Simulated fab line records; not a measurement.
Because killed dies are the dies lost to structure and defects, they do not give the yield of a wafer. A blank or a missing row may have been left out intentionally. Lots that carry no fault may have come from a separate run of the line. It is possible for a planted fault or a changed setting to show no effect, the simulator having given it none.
Split-lot experiment ; flow n5 finfet ; route with 1938 steps; 7 lots, 39 wafers read

SPLIT DETAILS
At N5_BEOL_M10_VIA_ETCH_34 (etches SiCOH lowk in C4F6/O2, target depth 184.5 nm, time 69.2 s), the setting time s was moved away from the recipe's 69.2 s on 15 of the 39 wafers read, by -57.7% to +53.9%. The other wafers ran this setting at the recipe's value.

The split's own step is where the reading is taken.

THE READING
SOC_of_BEOL_M10_COAT_63.thk nm (the simulator's own value, which no gauge read), in nm, at N5_BEOL_M10_VIA_ETCH_34 (etches SiCOH lowk in C4F6/O2, target depth 184.5 nm, time 69.2 s). There is no usual value for it anywhere in the file. Average 91.8 nm, standard deviation 0.42 nm, over the 24 wafers here run with the recipe.

wafer;tool, chamber at the split;time s as run, s;against the recipe;SOC_of_BEOL_M10_COAT_63.thk nm, nm;against lot-mates on the recipe
L075.1;rie diel-04, 1;69.2;recipe;91.6;-
L075.2;rie diel-04, 0;44.31;-36.0%;94.6;+2.9
L075.3;rie diel-04, 3;69.2;recipe;91.8;-
L075.4;rie diel-04, 0;44.31;-36.0%;94.4;+2.7
L075.5;rie diel-04, 1;69.2;recipe;91.6;-
L075.6;rie diel-04, 3;44.31;-36.0%;94.6;+2.9
L076.1;rie diel-03, 3;69.2;recipe;91;-
L076.2;rie diel-03, 2;69.2;recipe;91.4;-
L076.3;rie diel-03, 0;69.2;recipe;91.8;-
L076.4;rie diel-03, 1;69.2;recipe;91.6;-
L076.5;rie diel-03, 1;69.2;recipe;91.8;-
L076.6;rie diel-03, 2;69.2;recipe;91.8;-
L079.1;rie diel-04, 1;69.2;recipe;92.2;-
L079.2;rie diel-04, 2;29.29;-57.7%;96.8;+4.5
L079.3;rie diel-04, 0;29.29;-57.7%;96.8;+4.5
L079.4;rie diel-04, 3;69.2;recipe;92.4;-
L079.5;rie diel-04, 0;69.2;recipe;92.4;-
L079.6;rie diel-04, 3;29.29;-57.7%;96.8;+4.5
L081.1;rie diel-03, 0;69.2;recipe;92.2;-
L081.2;rie diel-03, 1;69.2;recipe;92;-
L081.4;rie diel-03, 3;69.2;recipe;91.6;-
L086.1;rie diel-04, 2;69.2;recipe;92.2;-
L086.2;rie diel-04, 1;37.82;-45.3%;95.6;+3.3
L086.3;rie diel-04, 0;37.82;-45.3%;96;+3.7
L086.4;rie diel-04, 1;69.2;recipe;92.4;-
L086.5;rie diel-04, 2;69.2;recipe;92.4;-
L086.6;rie diel-04, 0;37.82;-45.3%;96;+3.7
L090.1;rie diel-04, 1;106.5;+53.9%;87.4;-3.9
L090.2;rie diel-04, 0;106.5;+53.9%;87.4;-3.9
L090.3;rie diel-04, 2;106.5;+53.9%;86.6;-4.7
L090.4;rie diel-04, 1;69.2;recipe;91.4;-
L090.5;rie diel-04, 2;69.2;recipe;91;-
L090.6;rie diel-04, 0;69.2;recipe;91.4;-
L096.1;rie diel-04, 3;89.59;+29.5%;89.4;-2.4
L096.2;rie diel-04, 2;69.2;recipe;91.8;-
L096.3;rie diel-04, 0;89.59;+29.5%;89.4;-2.4
L096.4;rie diel-04, 1;69.2;recipe;92.2;-
L096.5;rie diel-04, 1;89.59;+29.5%;89.2;-2.6
L096.6;rie diel-04, 2;69.2;recipe;91.4;-

FIT RESULTS
A straight line over all 39 wafers: SOC_of_BEOL_M10_COAT_63.thk nm changes by -0.0857 nm for each +1% of time s; r = -0.99; the points scatter about the line by 0.38 nm.
The same after taking each lot's own level away (the mean of its wafers on the recipe; 39 wafers): -0.0782 nm for each +1%; r = -0.99; scatter 0.23 nm.
The reading moves by 4.5 nm for the largest change in time s, on that fit.
Measured against the standard deviation above, the lots' own levels, which go from 91.27 to 92.33 nm, span 2.6 times it.
The two slopes agree, so the slope changes little with the lot-to-lot level.
Check: for one of the wafers moved furthest among these (-57.7%), held out of the fit, the line's prediction against its lot-mates is +4.51 nm. Against them it came out at +4.47 nm.

FURTHER SPLITS ON THESE WAFERS
These wafers also went through other splits before the reading. Each is held against what the fit with the lots' levels taken away leaves over:
other split on the same wafers;wafers away from the commonest value;r with SOC_of_BEOL_M10_COAT_63.thk nm (lot level and that fit taken away)
N5_BEOL_M5_ILD_DEP_00 time s;15;-0.11

THE WHOLE CHAIN: every reading that the file lists as answering this split, in the file's order
step;what it does;reading;change (the file's fit);r (the file's)
N5_BEOL_M10_VIA_ETCH_34;etches SiCOH lowk in C4F6/O2, target depth 184.5 nm, time 69.2 s;etch.depth nm (the simulator's own value, which no gauge read);+1.85 nm for each +1% of the setting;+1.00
N5_BEOL_M10_VIA_ETCH_34;etches SiCOH lowk in C4F6/O2, target depth 184.5 nm, time 69.2 s;SOC_of_BEOL_M10_COAT_63.thk nm (the simulator's own value, which no gauge read);-0.0781 nm for each +1% of the setting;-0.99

FILE'S OWN FIT
SOC_of_BEOL_M10_COAT_63.thk nm changes by -0.0781 nm for each +1% of time s, r = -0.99.
